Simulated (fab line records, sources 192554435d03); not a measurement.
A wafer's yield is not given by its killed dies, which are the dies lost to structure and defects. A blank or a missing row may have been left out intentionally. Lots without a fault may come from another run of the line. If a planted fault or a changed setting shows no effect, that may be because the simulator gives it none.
Which of the tools did it? || flow n5 finfet || 29 wafers from 10 lots sampled at 7 of the route's 1938 steps

WHAT THE GAUGES READ, wafer by wafer
N5_DUMMY_GATE_INSPECT_27: inspects for defects (brightfield).
{"lot": "L385", "measured": "day 3 00:06", "on": "defect inspect-01", "raw defect count": "444 373 346"}
{"lot": "L387", "measured": "day 3 13:19", "on": "defect inspect-02", "raw defect count": "292 233 242"}
{"lot": "L390", "measured": "day 4 04:50", "on": "defect inspect-01", "raw defect count": "353 374 395"}
{"lot": "L391", "measured": "day 4 11:19", "on": "defect inspect-01", "raw defect count": "280 239 334"}
{"lot": "L393", "measured": "day 5 01:32", "on": "defect inspect-02", "raw defect count": "1292 1350 1326"}
{"lot": "L398", "measured": "day 6 07:56", "on": "defect inspect-02", "raw defect count": "333 272 266"}
{"lot": "L399", "measured": "day 6 11:31", "on": "defect inspect-01", "raw defect count": "450 352 272"}
{"lot": "L403", "measured": "day 7 12:57", "on": "defect inspect-01", "raw defect count": "388 504"}
{"lot": "L405", "measured": "day 7 22:45", "on": "defect inspect-01", "raw defect count": "532 460 320"}
{"lot": "L407", "measured": "day 8 11:47", "on": "defect inspect-02", "raw defect count": "278 255 322"}

N5_SPACER0_INSPECT_04: inspects for defects (darkfield).
{"lot": "L385", "measured": "day 3 00:42", "on": "defect inspect-02", "raw defect count": "173 199 139"}
{"lot": "L387", "measured": "day 3 13:55", "on": "defect inspect-02", "raw defect count": "126 125 105"}
{"lot": "L390", "measured": "day 4 05:26", "on": "defect inspect-01", "raw defect count": "151 167 142"}
{"lot": "L391", "measured": "day 4 11:55", "on": "defect inspect-01", "raw defect count": "144 125 134"}
{"lot": "L393", "measured": "day 5 04:08", "on": "defect inspect-02", "raw defect count": "1202 1259 1224"}
{"lot": "L398", "measured": "day 6 08:32", "on": "defect inspect-02", "raw defect count": "153 144 138"}
{"lot": "L399", "measured": "day 6 12:08", "on": "defect inspect-02", "raw defect count": "192 139 128"}
{"lot": "L403", "measured": "day 7 13:41", "on": "defect inspect-02", "raw defect count": "213 206"}
{"lot": "L405", "measured": "day 7 23:37", "on": "defect inspect-01", "raw defect count": "242 180 119"}
{"lot": "L407", "measured": "day 8 15:02", "on": "defect inspect-02", "raw defect count": "134 138 210"}

N5_SD_EPI_N_INSPECT_11: inspects for defects (macro).
{"lot": "L385", "measured": "day 3 01:10", "on": "defect inspect-02", "raw defect count": "1 2 2"}
{"lot": "L387", "measured": "day 3 14:14", "on": "defect inspect-02", "raw defect count": "2 4 3"}
{"lot": "L390", "measured": "day 4 05:53", "on": "defect inspect-01", "raw defect count": "0 1 2"}
{"lot": "L391", "measured": "day 4 12:22", "on": "defect inspect-02", "raw defect count": "4 5 3"}
{"lot": "L393", "measured": "day 5 04:35", "on": "defect inspect-02", "raw defect count": ">300 >300 >300"}
{"lot": "L398", "measured": "day 6 08:52", "on": "defect inspect-01", "raw defect count": "3 2 1"}
{"lot": "L399", "measured": "day 6 12:27", "on": "defect inspect-01", "raw defect count": "2 2 6"}
{"lot": "L403", "measured": "day 7 14:01", "on": "defect inspect-01", "raw defect count": "3 2"}
{"lot": "L405", "measured": "day 7 23:56", "on": "defect inspect-01", "raw defect count": "3 2 1"}
{"lot": "L407", "measured": "day 8 15:21", "on": "defect inspect-02", "raw defect count": "5 3 2"}

TOOL THAT RAN EACH LOT (tool first, then ch and the chambers of the sampled wafers, then the start)
{"lot": "L385", "N5_DUMMY_GATE_ETCH_31": "rie diel-06 ch 0,1,2, day 2 23:21", "N5_DUMMY_GATE_STRIP_41": "rie diel-06 ch 0,1,2, day 2 23:24", "N5_DUMMY_GATE_HM_OPEN_21": "rie diel-06 ch 0,1,2, day 2 23:26", "N5_DUMMY_GATE_PRECLEAN_51": "wet bench-04 ch 2,3,6, day 3 00:01"}
{"lot": "L387", "N5_DUMMY_GATE_ETCH_31": "rie diel-06 ch 1,2, day 3 12:34", "N5_DUMMY_GATE_STRIP_41": "rie diel-06 ch 1,2, day 3 12:37", "N5_DUMMY_GATE_HM_OPEN_21": "rie diel-06 ch 1,2, day 3 12:40", "N5_DUMMY_GATE_PRECLEAN_51": "wet bench-05 ch 0,5,6, day 3 13:13"}
{"lot": "L390", "N5_DUMMY_GATE_ETCH_31": "rie diel-05 ch 0,1,2, day 4 04:07", "N5_DUMMY_GATE_STRIP_41": "rie diel-05 ch 0,1,2, day 4 04:09", "N5_DUMMY_GATE_HM_OPEN_21": "rie diel-05 ch 0,1,2, day 4 04:11", "N5_DUMMY_GATE_PRECLEAN_51": "wet bench-01 ch 4,5,7, day 4 04:45"}
{"lot": "L391", "N5_DUMMY_GATE_ETCH_31": "rie diel-06 ch 0,1,3, day 4 10:26", "N5_DUMMY_GATE_STRIP_41": "rie diel-06 ch 0,1,3, day 4 10:29", "N5_DUMMY_GATE_HM_OPEN_21": "rie diel-06 ch 0,1,3, day 4 10:31", "N5_DUMMY_GATE_PRECLEAN_51": "wet bench-01 ch 2,3,6, day 4 11:14"}
{"lot": "L393", "N5_DUMMY_GATE_ETCH_31": "rie diel-06 ch 1,2,3, day 5 00:48", "N5_DUMMY_GATE_STRIP_41": "rie diel-06 ch 1,2,3, day 5 00:51", "N5_DUMMY_GATE_HM_OPEN_21": "rie diel-06 ch 1,2,3, day 5 00:53", "N5_DUMMY_GATE_PRECLEAN_51": "wet bench-01 ch 1,6,7, day 5 01:26"}
{"lot": "L398", "N5_DUMMY_GATE_ETCH_31": "rie diel-03 ch 0,1,3, day 6 07:14", "N5_DUMMY_GATE_STRIP_41": "rie diel-03 ch 0,1,3, day 6 07:16", "N5_DUMMY_GATE_HM_OPEN_21": "rie diel-03 ch 0,1,3, day 6 07:22", "N5_DUMMY_GATE_PRECLEAN_51": "wet bench-05 ch 2,3,5, day 6 07:51"}
{"lot": "L399", "N5_DUMMY_GATE_ETCH_31": "rie diel-03 ch 0,3, day 6 10:47", "N5_DUMMY_GATE_STRIP_41": "rie diel-03 ch 0,3, day 6 10:50", "N5_DUMMY_GATE_HM_OPEN_21": "rie diel-03 ch 0,3, day 6 10:53", "N5_DUMMY_GATE_PRECLEAN_51": "wet bench-05 ch 1,3,7, day 6 11:26"}
{"lot": "L403", "N5_DUMMY_GATE_ETCH_31": "rie diel-05 ch 2,3, day 7 12:12", "N5_DUMMY_GATE_STRIP_41": "rie diel-05 ch 2,3, day 7 12:14", "N5_DUMMY_GATE_HM_OPEN_21": "rie diel-05 ch 2,3, day 7 12:17", "N5_DUMMY_GATE_PRECLEAN_51": "wet bench-05 ch 5,6, day 7 12:52"}
{"lot": "L405", "N5_DUMMY_GATE_ETCH_31": "rie diel-05 ch 0,1, day 7 21:46", "N5_DUMMY_GATE_STRIP_41": "rie diel-05 ch 0,1, day 7 21:48", "N5_DUMMY_GATE_HM_OPEN_21": "rie diel-05 ch 0,1, day 7 21:50", "N5_DUMMY_GATE_PRECLEAN_51": "wet bench-05 ch 1,6,7, day 7 22:39"}
{"lot": "L407", "N5_DUMMY_GATE_ETCH_31": "rie diel-03 ch 0,2,3, day 8 11:01", "N5_DUMMY_GATE_STRIP_41": "rie diel-03 ch 0,2,3, day 8 11:04", "N5_DUMMY_GATE_HM_OPEN_21": "rie diel-03 ch 0,2,3, day 8 11:07", "N5_DUMMY_GATE_PRECLEAN_51": "wet bench-05 ch 0,2,7, day 8 11:41"}
- N5_DUMMY_GATE_ETCH_31: etches SiO2 in C4F6/O2, target depth 82.5 nm, time 27.5 s.
- N5_DUMMY_GATE_STRIP_41: strips in O2.
- N5_DUMMY_GATE_HM_OPEN_21: chemistry CH3F/O2, target SiNx, target depth 120 nm, time 171.4 s.
- N5_DUMMY_GATE_PRECLEAN_51: cleans in SC2, time 45 s.

WHAT THE TOOLS THEMSELVES READ (means of the sampled wafers that have a number; where no wafer has one, the mark that the record gives instead)
N5_DUMMY_GATE_ETCH_31.
{"lot": "L385", "tool": "rie diel-06", "O2_flow_sccm (sccm)": 10.02, "drypump motor current A (A)": 5.76, "mfc ar sccm (sccm)": 300.2, "oes product au (a.u.)": 0.75, "rf vpp V (V)": 664, "showerhead plenum p Torr (Torr)": 2.88, "throttle valve pct (%)": 21.15}
{"lot": "L387", "tool": "rie diel-06", "O2_flow_sccm (sccm)": 9.98, "drypump motor current A (A)": 5.64, "mfc ar sccm (sccm)": 299.2, "oes product au (a.u.)": 0.73, "rf vpp V (V)": 668, "showerhead plenum p Torr (Torr)": 2.87, "throttle valve pct (%)": 21.03}
{"lot": "L390", "tool": "rie diel-05", "O2_flow_sccm (sccm)": 10.02, "drypump motor current A (A)": 5.74, "mfc ar sccm (sccm)": 299.2, "oes product au (a.u.)": 0.84, "rf vpp V (V)": 670, "showerhead plenum p Torr (Torr)": 2.83, "throttle valve pct (%)": 21.01}
{"lot": "L391", "tool": "rie diel-06", "O2_flow_sccm (sccm)": 10.02, "drypump motor current A (A)": 5.84, "mfc ar sccm (sccm)": 300.0, "oes product au (a.u.)": 0.83, "rf vpp V (V)": 660, "showerhead plenum p Torr (Torr)": 2.91, "throttle valve pct (%)": 21.28}
{"lot": "L393", "tool": "rie diel-06", "O2_flow_sccm (sccm)": 10.02, "drypump motor current A (A)": 5.74, "mfc ar sccm (sccm)": 299.7, "oes product au (a.u.)": 0.80, "rf vpp V (V)": 665, "showerhead plenum p Torr (Torr)": 2.90, "throttle valve pct (%)": 21.17}
{"lot": "L398", "tool": "rie diel-03", "O2_flow_sccm (sccm)": 9.97, "drypump motor current A (A)": 5.62, "mfc ar sccm (sccm)": 299.8, "oes product au (a.u.)": 0.74, "rf vpp V (V)": 667, "showerhead plenum p Torr (Torr)": 2.80, "throttle valve pct (%)": 21.29}
{"lot": "L399", "tool": "rie diel-03", "O2_flow_sccm (sccm)": 10.00, "drypump motor current A (A)": 5.31, "mfc ar sccm (sccm)": 300.2, "oes product au (a.u.)": 0.75, "rf vpp V (V)": 663, "showerhead plenum p Torr (Torr)": 2.85, "throttle valve pct (%)": 21.29}
{"lot": "L403", "tool": "rie diel-05", "O2_flow_sccm (sccm)": 9.99, "drypump motor current A (A)": 5.87, "mfc ar sccm (sccm)": 300.3, "oes product au (a.u.)": 0.91, "rf vpp V (V)": 677, "showerhead plenum p Torr (Torr)": 2.96, "throttle valve pct (%)": 21.15}
{"lot": "L405", "tool": "rie diel-05", "O2_flow_sccm (sccm)": 9.98, "drypump motor current A (A)": 5.80, "mfc ar sccm (sccm)": 298.8, "oes product au (a.u.)": 0.77, "rf vpp V (V)": 666, "showerhead plenum p Torr (Torr)": 2.77, "throttle valve pct (%)": 21.18}
{"lot": "L407", "tool": "rie diel-03", "O2_flow_sccm (sccm)": 9.99, "drypump motor current A (A)": 5.39, "mfc ar sccm (sccm)": 299.7, "oes product au (a.u.)": 0.79, "rf vpp V (V)": 669, "showerhead plenum p Torr (Torr)": 2.90, "throttle valve pct (%)": 21.23}

N5_DUMMY_GATE_STRIP_41.
{"lot": "L385", "tool": "rie diel-06", "drypump motor current A (A)": 5.75, "oes product au (a.u.)": 0.75, "rf vpp V (V)": 4.0, "showerhead plenum p Torr (Torr)": 2.14, "throttle valve pct (%)": 16.74}
{"lot": "L387", "tool": "rie diel-06", "drypump motor current A (A)": 5.64, "oes product au (a.u.)": 0.74, "rf vpp V (V)": 3.8, "showerhead plenum p Torr (Torr)": 2.14, "throttle valve pct (%)": 16.68}
{"lot": "L390", "tool": "rie diel-05", "drypump motor current A (A)": 5.72, "oes product au (a.u.)": 0.81, "rf vpp V (V)": 3.7, "showerhead plenum p Torr (Torr)": 2.08, "throttle valve pct (%)": 16.51}
{"lot": "L391", "tool": "rie diel-06", "drypump motor current A (A)": 5.83, "oes product au (a.u.)": 0.83, "rf vpp V (V)": 3.6, "showerhead plenum p Torr (Torr)": 2.16, "throttle valve pct (%)": 16.81}
{"lot": "L393", "tool": "rie diel-06", "drypump motor current A (A)": 5.72, "oes product au (a.u.)": 0.81, "rf vpp V (V)": 3.4, "showerhead plenum p Torr (Torr)": 2.15, "throttle valve pct (%)": 16.75}
{"lot": "L398", "tool": "rie diel-03", "drypump motor current A (A)": 5.63, "oes product au (a.u.)": 0.74, "rf vpp V (V)": 3.6, "showerhead plenum p Torr (Torr)": 2.05, "throttle valve pct (%)": 16.73}
{"lot": "L399", "tool": "rie diel-03", "drypump motor current A (A)": 5.29, "oes product au (a.u.)": 0.75, "rf vpp V (V)": 3.7, "showerhead plenum p Torr (Torr)": 2.08, "throttle valve pct (%)": 16.66}
{"lot": "L403", "tool": "rie diel-05", "drypump motor current A (A)": 5.86, "oes product au (a.u.)": 0.91, "rf vpp V (V)": 3.5, "showerhead plenum p Torr (Torr)": 2.17, "throttle valve pct (%)": 16.56}
{"lot": "L405", "tool": "rie diel-05", "drypump motor current A (A)": 5.79, "oes product au (a.u.)": 0.75, "rf vpp V (V)": 3.4, "showerhead plenum p Torr (Torr)": 2.04, "throttle valve pct (%)": 16.73}
{"lot": "L407", "tool": "rie diel-03", "drypump motor current A (A)": 5.38, "oes product au (a.u.)": 0.79, "rf vpp V (V)": 4.2, "showerhead plenum p Torr (Torr)": 2.13, "throttle valve pct (%)": 16.65}

N5_DUMMY_GATE_HM_OPEN_21.
{"lot": "L385", "tool": "rie diel-06", "O2_flow_sccm (sccm)": 23.00, "drypump motor current A (A)": 5.74, "mfc ar sccm (sccm)": 150.2, "oes product au (a.u.)": 0.76, "rf vpp V (V)": 298, "showerhead plenum p Torr (Torr)": 2.05, "throttle valve pct (%)": 16.47}
{"lot": "L387", "tool": "rie diel-06", "O2_flow_sccm (sccm)": 23.03, "drypump motor current A (A)": 5.65, "mfc ar sccm (sccm)": 150.7, "oes product au (a.u.)": 0.73, "rf vpp V (V)": 300, "showerhead plenum p Torr (Torr)": 2.04, "throttle valve pct (%)": 16.37}
{"lot": "L390", "tool": "rie diel-05", "O2_flow_sccm (sccm)": 22.97, "drypump motor current A (A)": 5.71, "mfc ar sccm (sccm)": 149.9, "oes product au (a.u.)": 0.82, "rf vpp V (V)": 301, "showerhead plenum p Torr (Torr)": 2.01, "throttle valve pct (%)": 16.30}
{"lot": "L391", "tool": "rie diel-06", "O2_flow_sccm (sccm)": 22.99, "drypump motor current A (A)": 5.86, "mfc ar sccm (sccm)": 150.1, "oes product au (a.u.)": 0.83, "rf vpp V (V)": 297, "showerhead plenum p Torr (Torr)": 2.07, "throttle valve pct (%)": 16.57}
{"lot": "L393", "tool": "rie diel-06", "O2_flow_sccm (sccm)": 22.98, "drypump motor current A (A)": 5.75, "mfc ar sccm (sccm)": 149.8, "oes product au (a.u.)": 0.80, "rf vpp V (V)": 299, "showerhead plenum p Torr (Torr)": 2.06, "throttle valve pct (%)": 16.47}
{"lot": "L398", "tool": "rie diel-03", "O2_flow_sccm (sccm)": 22.96, "drypump motor current A (A)": 5.62, "mfc ar sccm (sccm)": 149.9, "oes product au (a.u.)": 0.74, "rf vpp V (V)": 300, "showerhead plenum p Torr (Torr)": 1.99, "throttle valve pct (%)": 16.58}
{"lot": "L399", "tool": "rie diel-03", "O2_flow_sccm (sccm)": 23.02, "drypump motor current A (A)": 5.29, "mfc ar sccm (sccm)": 149.5, "oes product au (a.u.)": 0.75, "rf vpp V (V)": 298, "showerhead plenum p Torr (Torr)": 2.02, "throttle valve pct (%)": 16.56}
{"lot": "L403", "tool": "rie diel-05", "O2_flow_sccm (sccm)": 22.98, "drypump motor current A (A)": 5.85, "mfc ar sccm (sccm)": 150.1, "oes product au (a.u.)": 0.92, "rf vpp V (V)": 305, "showerhead plenum p Torr (Torr)": 2.10, "throttle valve pct (%)": 16.38}
{"lot": "L405", "tool": "rie diel-05", "O2_flow_sccm (sccm)": 23.06, "drypump motor current A (A)": 5.81, "mfc ar sccm (sccm)": 150.4, "oes product au (a.u.)": 0.77, "rf vpp V (V)": 300, "showerhead plenum p Torr (Torr)": 1.96, "throttle valve pct (%)": 16.48}
{"lot": "L407", "tool": "rie diel-03", "O2_flow_sccm (sccm)": 22.99, "drypump motor current A (A)": 5.38, "mfc ar sccm (sccm)": 150.0, "oes product au (a.u.)": 0.79, "rf vpp V (V)": 301, "showerhead plenum p Torr (Torr)": 2.06, "throttle valve pct (%)": 16.48}

THE ANSWER, worked out from the rows above alone
Rule: the lots themselves supply what counts as usual. Put in order of their means at a reading, lots are off if they are a third of the lots or fewer, leave a main group of 4 or more, and stand apart from it by a gap of 3 or more times the standard deviation of the main group's means; of several such gaps the widest counts. A main group is skipped when, at the precision printed for the reading in the tables above, its means are all equal. Also off: a lot with no number at a reading for which 4 or more lots have one. Where the step has rows for the other lots, those lots are counted as sound. After the gauges, taken in route order, come the tools' own readings; for these a lot's mean is taken, as printed above. The first step at which some lot is off is used, and at that step the reading that is off furthest; a lot without a number counts as furthest.
Off at N5_DUMMY_GATE_INSPECT_27 (raw defect count): L393. Main group: mean 346, sd 66.
A tool fits if, at a process step before that reading, it ran every lot that is off, and no sound lot after the first of them. Gauges at N5_DUMMY_GATE_INSPECT_27: tried the same way as those tools. 2 tools fit, rie diel-06 at N5_DUMMY_GATE_ETCH_31 and N5_DUMMY_GATE_STRIP_41 and N5_DUMMY_GATE_HM_OPEN_21 and wet bench-01 at N5_DUMMY_GATE_PRECLEAN_51, so this cannot tell which one it is.

WHAT THE SIMULATOR HAD PUT IN
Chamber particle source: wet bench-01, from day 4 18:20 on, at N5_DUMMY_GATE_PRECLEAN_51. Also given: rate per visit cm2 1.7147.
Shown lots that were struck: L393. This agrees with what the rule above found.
